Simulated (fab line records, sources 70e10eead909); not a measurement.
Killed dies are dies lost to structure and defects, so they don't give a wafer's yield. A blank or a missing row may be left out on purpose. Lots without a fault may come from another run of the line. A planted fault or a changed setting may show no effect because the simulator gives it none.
fab line records | flow nand_harc | part 2 of 2: steps 26 to 36 of 36
record lots=5 wafers=15 last_day=22
route steps=1159 shown P_M2@319 P_BONDPAD@351
lots that met no fault: from a run of the same line without faults
start_h: hours from the record's first day to the start of the lot's first wafer shown | wait_h: hours since the lot's step before | " the same as in the row above | L1.1+2: a row that stands for several wafers | - no value, or no start given | * or withheld: withheld | < > ~ a bound
route shown NAME@n: a module of which the file shows steps, and the number in the route of the first | usual: mean/standard deviation of fault-free wafers | same: alike in all rows | chamber/n: place in a boat | sites: the reading at each site | _std_site: their standard deviation | _edge_site: outer sites' mean less inner sites' | radius_mm: how far each site lies from the wafer's centre | mask NAME#n: copy n | behind: the tool/chamber that last shaped the wafer | hold: why the lot was held/for how many hours/how that ended | device: the transistor (n, p or np) that didn't switch | end of line: the same wafers' tests at the end of the route | a step without rows: its recipe alone | killed: dies lost to structure and defects at the first sort, not the wafer's yield | map: a wafer's dies, x killed, . not, _ none there
set.NAME: the setting as run; set.NAME@STEP: as run at that earlier step | model.NAME: the simulator's own value behind a step, which no gauge read
lots at some steps of the route; a table a step, a row a wafer
services: from which hour (start_h, from the record's first day; less than 0 if before it) a tool's chamber was out of use, for how many hours, and why
## steps
# step NHARC_P_M2_CMP_23
# recipe t_overpolish_s=20 target_thk_nm=144.3
# usual motor_current_A=12.2/1.1 time_to_endpoint_s=29.1/2.4
# columns lot.wafer tool chamber start_h wait_h motor_current_A time_to_endpoint_s
L081.3 cmp-04 0 163.88 - 13.8 30.0
L081.2 " 1 " " 11.4 30.2
L081.1 " 3 " " 11.1 32.2
L082.1 cmp-02 0 180.02 - 13.7 31.2
L082.2 " 1 " " 11.2 28.0
L082.5 " 1 " " 11.8 28.4
L086.2 cmp-03 3 211.12 - 12.3 29.6
L086.4 " 0 " " 11.4 30.7
L086.6 " 1 " " 11.0 29.5
L089.1 cmp-02 1 224.21 - 12.0 27.5
L089.2 " 2 " " 12.2 30.0
L089.6 " 2 " " 11.8 32.3
L088.2 cmp-02 0 224.65 - 13.5 29.9
L088.4 " 1 " " 11.2 29.7
L088.5 " 0 " " 13.3 31.1
# step NHARC_P_M2_THK_MEAS_24
# recipe thk_meas_gauge=xrf
# usual thk_nm=144.3/1.5
# columns lot.wafer tool chamber start_h wait_h thk_nm
L081.1 film_metro-01 - 164.19 - 145.2
L081.2 " - " " 143.0
L081.3 " - " " 146.0
L082.1 film_metro-01 - 180.34 - 145.4
L082.2 " - " " 147.2
L082.5 " - " " 146.3
L086.2 film_metro-01 - 211.38 - 142.8
L086.4 " - " " 145.0
L086.6 " - " " 143.3
L089.1 film_metro-01 - 224.53 - 144.6
L089.2 " - " " 145.0
L089.6 " - " " 142.3
L088.2 film_metro-02 - 224.93 - 143.2
L088.4 " - " " 144.4
L088.5 " - " " 145.1
# step NHARC_P_M2_SRD_25
# columns lot.wafer tool chamber start_h wait_h
L081.1+2+3 wet_bench-10 6,0,1 164.24 0.0
L082.2+5+1 wet_bench-10 2,4,5 180.38 0.0
L086.2+6+4 wet_bench-10 7,3,4 211.42 0.0
L089.6+1+2 wet_bench-08 1,3,4 224.57 0.0
L088.4+2+5 wet_bench-10 3,5,7 224.97 0.0
# step NHARC_P_M2_INSPECT_27
# usual raw_defect_count=338/140
# columns lot.wafer tool chamber start_h wait_h raw_defect_count
L081.1 defect_inspect-02 - 164.35 0.0 229
L081.2 " - " " 458
L081.3 " - " " 410
L082.1 defect_inspect-02 - 180.51 0.0 295
L082.2 " - " " 285
L082.5 " - " " 176
L086.2 defect_inspect-01 - 211.55 0.1 192
L086.4 " - " " 350
L086.6 " - " " 240
L089.1 defect_inspect-01 - 224.69 0.0 347
L089.2 " - " " 302
L089.6 " - " " 256
L088.2 defect_inspect-02 - 225.10 0.0 262
L088.4 " - " " 215
L088.5 " - " " 202
# step NHARC_P_M2_PRE_CLEAN_32
# recipe time_s=12 temp_c=370 rf_power_w=300 gas=NH3
# usual heater_power_w=663/75 rf_fwd_power_W=292.6/0.99 susceptor_temp_C=370.03/0.23
# same time_s=12
# columns lot.wafer tool chamber start_h wait_h heater_power_w rf_fwd_power_W susceptor_temp_C
L081.1 pecvd-03 2 164.53 0.2 730 294.1 370.24
L081.2 " 0 " " 569 292.4 370.19
L081.3 " 1 " " 596 293.4 370.01
L082.1 pecvd-04 0 180.58 0.1 695 291.9 369.84
L082.2 " 2 " " 686 293.0 370.00
L082.5 " 0 " " 705 292.4 369.67
L086.2 pecvd-02 1 211.65 0.1 581 291.4 370.52
L086.6 " 2 " " 666 292.8 370.00
L086.4 " 0 " " 725 291.8 370.10
L089.2 pecvd-04 1 224.78 0.1 755 293.2 370.13
L089.1 " 2 " " 593 291.8 370.10
L089.6 " 1 " " 711 292.8 370.23
L088.2 pecvd-04 2 225.19 0.1 611 292.2 370.17
L088.5 " 1 " " 728 293.8 370.24
L088.4 " 2 " " 608 292.4 370.17
# step NHARC_P_M2_DEP_33
# recipe target_thk_a=300 temp_c=370 target_thk_nm=30 pressure_torr=3 flow_sccm=200 rf_w=450 material=SiCN
# usual heater_power_w=616/72 rf_fwd_power_W=449.1/1.2 susceptor_temp_C=369.99/0.2
# columns lot.wafer tool chamber start_h wait_h heater_power_w rf_fwd_power_W susceptor_temp_C
L081.1 pecvd-03 2 164.61 0.1 683 449.8 369.89
L081.2 " 0 " " 510 448.5 370.07
L081.3 " 1 " " 661 448.0 369.63
L082.1 pecvd-04 0 180.66 0.1 646 448.5 370.58
L082.2 " 2 " " 510 449.1 370.06
L082.5 " 0 " " 661 448.9 370.37
L086.2 pecvd-02 1 211.79 0.1 534 448.1 369.87
L086.6 " 2 " " 683 448.9 370.18
L086.4 " 0 " " 663 448.6 370.19
L089.2 pecvd-04 1 224.89 0.1 643 447.6 370.13
L089.1 " 2 " " 553 447.7 370.07
L089.6 " 1 " " 652 449.8 369.83
L088.2 pecvd-04 2 225.33 0.1 606 449.3 370.04
L088.5 " 1 " " 602 448.9 370.09
L088.4 " 2 " " 607 448.8 370.16
# step NHARC_P_BONDPAD_DEP_00
# recipe target_thk_a=2500 temp_c=370 target_thk_nm=250 pressure_torr=3 flow_sccm=200 rf_w=450 material=SiCN
# usual heater_power_w=615/80 rf_fwd_power_W=449.0/1.3 susceptor_temp_C=370.00/0.24
# columns lot.wafer tool chamber start_h wait_h heater_power_w rf_fwd_power_W susceptor_temp_C
L081.2 pecvd-04 1 165.03 - 548 450.3 369.91
L081.3 " 2 " " 517 448.6 370.28
L081.1 " 0 " " 662 448.2 370.14
L082.2 pecvd-02 2 181.07 - 650 448.1 370.08
L082.1 " 1 " " 625 449.5 370.19
L082.5 " 1 " " 619 450.1 369.76
L086.2 pecvd-03 1 212.18 - 615 448.7 369.84
L086.4 " 0 " " 407 450.3 369.94
L086.6 " 2 " " 636 449.4 370.58
L089.2 pecvd-03 1 225.26 - 666 448.6 369.82
L089.1 " 0 " " 494 447.1 369.31
L089.6 " 1 " " 641 447.2 370.18
L088.2 pecvd-04 0 - - 620 451.2 370.33
L088.5 " 2 " " 535 449.8 369.96
L088.4 " 0 " " 636 451.5 370.30
# step NHARC_P_BONDPAD_CMP_32
# recipe target_thk_nm=200 material=SiCN
# usual motor_current_A=11.9/0.94
# columns lot.wafer tool chamber start_h wait_h motor_current_A
L081.2 cmp-01 1 165.44 - 11.1
L081.1 " 2 " " 10.8
L081.3 " 3 " " 12.5
L082.1 cmp-03 0 181.51 - 10.8
L082.2 " 1 " " 11.4
L082.5 " 0 " " 11.4
L086.2 cmp-01 1 212.57 - 11.1
L086.4 " 3 " " 13.3
L086.6 " 1 " " 11.9
L089.2 cmp-02 2 225.69 - 12.5
L089.1 " 3 " " 12.4
L089.6 " 2 " " 11.9
L088.4 cmp-03 1 226.11 - 11.5
L088.2 " 2 " " 13.8
L088.5 " 0 " " 10.5
# step NHARC_P_BONDPAD_THK_MEAS_33
# recipe thk_meas_gauge=ellipsometry
# usual thk_nm=199.9/1.3
# columns lot.wafer tool chamber start_h wait_h thk_nm
L081.1 film_metro-02 - 165.69 0.2 201.1
L081.2 " - " " 200.5
L081.3 " - " " 201.6
L082.1 film_metro-01 - 181.73 0.2 200.5
L082.2 " - " " 200.4
L082.5 " - " " 198.3
L086.2 film_metro-01 - 212.80 0.2 199.8
L086.4 " - " " 201.7
L086.6 " - " " 200.1
L089.1 film_metro-01 - 225.91 0.2 200.2
L089.2 " - " " 200.9
L089.6 " - " " 201.1
L088.2 film_metro-02 - 226.33 0.2 199.9
L088.4 " - " " 201.4
L088.5 " - " " 199.2
# step NHARC_P_BONDPAD_SRD_34
# columns lot.wafer tool chamber start_h wait_h
L081.1+3+2 wet_bench-08 6,7,1 165.73 0.0
L082.5+2+1 wet_bench-10 4,5,6 181.78 0.0
L086.2+6+4 wet_bench-08 0,3,5 212.84 0.0
L089.6+1+2 wet_bench-10 7,0,1 225.96 0.0
L088.4+2+5 wet_bench-08 5,6,0 226.38 0.0
# step NHARC_P_BONDPAD_DEHYDRATE_01
# recipe temp_c=150 time_s=120
# same time_s=120
# columns lot.wafer tool chamber start_h wait_h
L081.1+2+3 litho_track-05 0 165.81 0.1
L082.1+2+5 litho_track-02 0 181.85 0.1
L086.2+4+6 litho_track-05 0 212.92 0.1
L089.1+2+6 litho_track-07 0 226.03 0.1
L088.2+4+5 litho_track-02 0 226.46 0.1
## services
# columns tool chamber start_h hours kind
litho_track-04 - 141.00 7.0 pm
cmp-03 - 144.40 4.6 repair
rie_diel-02 - 150.70 9.0 pm
rie_diel-06 3 150.80 12.5 repair
pecvd-02 - 153.32 13.0 pm
cmp-03 - 156.00 4.0 pm
rie_diel-06 0 157.91 4.4 repair
litho_track-02 - 165.00 7.0 pm
pecvd-03 0 171.37 27.8 repair
pecvd-03 - 177.00 0.7 repair
cmp-01 - 179.53 4.0 pm
ecd_cu-02 - 180.00 8.0 pm
cmp-02 - 180.92 0.7 repair
cmp-03 - 188.12 2.5 repair
rie_diel-11 - 189.82 9.0 pm
pecvd-04 - 195.48 13.0 pm
cmp-01 - 200.08 2.4 repair
arfi_scanner-02 - 201.33 1.2 repair
rie_diel-06 2 203.96 7.2 repair
pecvd-02 - 206.71 0.5 repair
pvd_sputter-02 - 214.05 10.0 pm
rie_diel-11 2 216.06 3.2 repair
cmp-02 - 217.90 1.2 repair
arfi_scanner-02 - 222.73 15.5 repair
